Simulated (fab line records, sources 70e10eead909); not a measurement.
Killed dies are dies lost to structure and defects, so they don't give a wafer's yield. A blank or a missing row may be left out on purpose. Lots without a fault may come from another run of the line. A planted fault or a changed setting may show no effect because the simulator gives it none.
Problem report in the 8D (eight disciplines) form, filled by code | flow nand_harc | the parts of the form that need people (team, actions taken, sign-off) are left out

1. THE PROBLEM
oes_product_au at NHARC_A_DECK1_JOINT_ETCHBACK_07 reads a mean of 0.962 a.u. on 6 wafers of 2 lots; wafers without a fault read 1.001 a.u. with a standard deviation of 0.0071. That is -5.5 standard deviations from the usual mean.
The step: etches the open film in HBr, target depth 105 nm, time 26.9 s.
First seen on wafer L413.2, day 16 21:34, on rie_si-03. The record holds 36 wafers of 12 lots with a number at this step. Rule for "out", or "out of limits": more than 4 standard deviations from the usual mean. The other wafers with a number count as sound.

2. WHAT IT IS AND WHAT IT IS NOT
question                    | is                     | is not
which readings at this step | oes_product_au         | drypump_motor_current_A
which lots                  | L413, L416             | L399, L401, L402, L405, L407, L408, L409, L410, L412, L421
which wafers of those lots  | all that have a number | -
read on which tools         | rie_si-03              | rie_si-02, rie_si-05
when                        | from day 16 21:34      | up to then (27 sound wafers); but 3 sound wafers of L421 came after

3. SUSPECTS, AND WHAT RULES EACH OUT
Counting: a tool at a process step up to the reading stays a suspect if it ran every lot that is out and no sound lot after the first of them.
- har_etch-01 at NHARC_A_CHANNEL_HOLE_D1_ETCH_25 (etches the open film in C4F8/O2/Ar, time 1040.2 s, target depth 1500 nm): kept. It ran every lot that is out, first L413 (day 14 18:08), and no sound lot after that; its last sound lot up to then is L410 (day 13 13:06).
- har_etch-01 at NHARC_A_CHANNEL_HOLE_D1_ETCH_26 (etches the open film in C4F8/O2/Ar, time 224.1 s, target depth 300 nm): kept. It ran every lot that is out, first L413 (day 14 19:01), and no sound lot after that; its last sound lot up to then is L410 (day 13 13:59).
- rie_diel-01 at NHARC_A_CHANNEL_HOLE_D1_STRIP_27 (strips in O2): ruled out as a lasting fault. Sound lots L421 ran on it after its first lot that is out, L413 (day 16 21:34). NHARC_A_CHANNEL_HOLE_D1_STRIP_27 gives no start for some lots, so the hours and the order of its lots are those of NHARC_A_DECK1_JOINT_ETCHBACK_07.
- rie_si-03 at NHARC_A_DECK1_JOINT_ETCHBACK_07 (etches the open film in HBr, target depth 105 nm, time 26.9 s): ruled out as a lasting fault. Sound lots L421 ran on it after its first lot that is out, L413 (day 16 21:34).
Left after counting: har_etch-01 at NHARC_A_CHANNEL_HOLE_D1_ETCH_25, har_etch-01 at NHARC_A_CHANNEL_HOLE_D1_ETCH_26.

4. THE CAUSE (what the simulator had put in)
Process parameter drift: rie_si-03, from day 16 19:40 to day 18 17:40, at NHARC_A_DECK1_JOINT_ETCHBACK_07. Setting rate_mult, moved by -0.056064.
Counting ruled it out, wrongly.

5. THE CHAIN OF EFFECTS, in route order
Each row: a reading whose mean over the struck wafers that have a number lies more than 3 standard deviations from the usual. Only readings for which the record gives a usual standard deviation are gone through. hours: the time from each lot's start at the first step in this table that gives one to its start at this step, as a median over the lots. sigmas: the change in usual standard deviations.
hours | step                            | reading        | usual      | on struck wafers | change | sigmas
0     | NHARC_A_DECK1_JOINT_ETCHBACK_07 | oes_product_au | 1.001 a.u. | 0.962            | -0.039 | -5.5
The process steps in it:
- NHARC_A_DECK1_JOINT_ETCHBACK_07: etches the open film in HBr, target depth 105 nm, time 26.9 s.
Later measuring or inspecting steps at which every struck wafer that the step has a row for has a number for every such reading, and none has moved that far: NHARC_END_SORT_01.

6. WHAT WOULD HAVE CAUGHT IT SOONER
In this record the first reading out of limits was taken at day 16 21:34, 2 hours after the fault began at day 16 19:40.
